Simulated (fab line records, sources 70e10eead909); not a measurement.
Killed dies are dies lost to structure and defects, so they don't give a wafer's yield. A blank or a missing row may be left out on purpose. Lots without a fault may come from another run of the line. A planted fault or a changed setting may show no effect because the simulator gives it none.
Chamber matching | flow nand_harc | NHARC_P_ZERO_WELL_DESCUM_26 on rie_diel-07: 4 sister chambers
The step chemistry O2, time 3 s. 16 wafers are shown with their chamber, then 8 later ones without.

WAFERS WITH THEIR CHAMBER
wafer  | chamber | rf_vpp_V (V) | throttle_valve_pct (%) | oes_product_au (a.u.)
L077.2 | 1       | 56.1         | 11.331                 | 1.004
L077.3 | 2       | 58.0         | 11.311                 | 1.007
L077.5 | 1       | 57.9         | 11.300                 | 1.010
L080.1 | 0       | 58.2         | 11.317                 | 0.997
L080.4 | 1       | 57.8         | 11.313                 | 1.006
L080.6 | 0       | 59.8         | 11.306                 | 1.010
L084.1 | 0       | 56.8         | 11.305                 | 1.023
L084.2 | 2       | 57.7         | 11.296                 | 0.988
L084.3 | 1       | 57.5         | 11.313                 | 1.005
L086.3 | 1       | 57.7         | 11.316                 | 1.012
L086.4 | 2       | 57.2         | 11.300                 | 1.002
L086.6 | 1       | 56.6         | 11.302                 | 1.007
L093.2 | 0       | 59.0         | 11.319                 | 1.017
L093.4 | 3       | 57.5         | 11.317                 | 1.000
L093.5 | 1       | 57.0         | 11.317                 | 1.005
L094.1 | 3       | 59.4         | 11.309                 | 1.013

SIGNATURES (means of the wafers above)
reading            | chamber 0 | chamber 1 | chamber 2 | chamber 3 | scatter within a chamber
rf_vpp_V           | 58.450    | 57.229    | 57.633    | 58.450    | 0.905
throttle_valve_pct | 11.31175  | 11.31314  | 11.30233  | 11.31300  | 0.0089
oes_product_au     | 1.01175   | 1.00700   | 0.99900   | 1.00650   | 0.00767
Rule: a wafer's distance from a chamber is the root of the sum, over the readings, of the square of ((its reading less the chamber's mean) divided by the reading's scatter). The wafer belongs to the nearest chamber; if the next one is less than 2 further off, it can't be placed. The scatter: the root of (the sum of the squares of (reading less its chamber's mean) over the shown wafers, divided by (wafers less chambers)).

WAFERS WITHOUT THEIR CHAMBER
wafer  | rf_vpp_V (V) | throttle_valve_pct (%) | oes_product_au (a.u.)
L094.2 | 58.6         | 11.312                 | 1.018
L094.3 | 59.2         | 11.307                 | 0.999
L095.3 | 56.6         | 11.330                 | 0.991
L095.4 | 56.0         | 11.309                 | 1.007
L095.5 | 56.6         | 11.301                 | 1.016
L097.3 | 56.8         | 11.313                 | 0.998
L097.5 | 57.4         | 11.322                 | 1.003
L097.6 | 58.3         | 11.304                 | 0.999

WHICH CHAMBER EACH WENT THROUGH
wafer  | from the rows above               | in truth
L094.2 | can't be placed: 0 or 3 or 1      | 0
L094.3 | can't be placed: 3 or 2 or 0 or 1 | 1
L095.3 | can't be placed: 1 or 3 or 2 or 0 | 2
L095.4 | can't be placed: 1 or 2 or 3 or 0 | 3
L095.5 | can't be placed: 1 or 0 or 2 or 3 | 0
L097.3 | can't be placed: 1 or 2 or 3 or 0 | 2
L097.5 | can't be placed: 1 or 3 or 0 or 2 | 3
L097.6 | can't be placed: 2 or 3 or 1 or 0 | 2
Placed correctly: 0 of 8. Can't be placed from these rows: 8 (the true chamber is among the candidates in 8). Placed wrongly: 0.
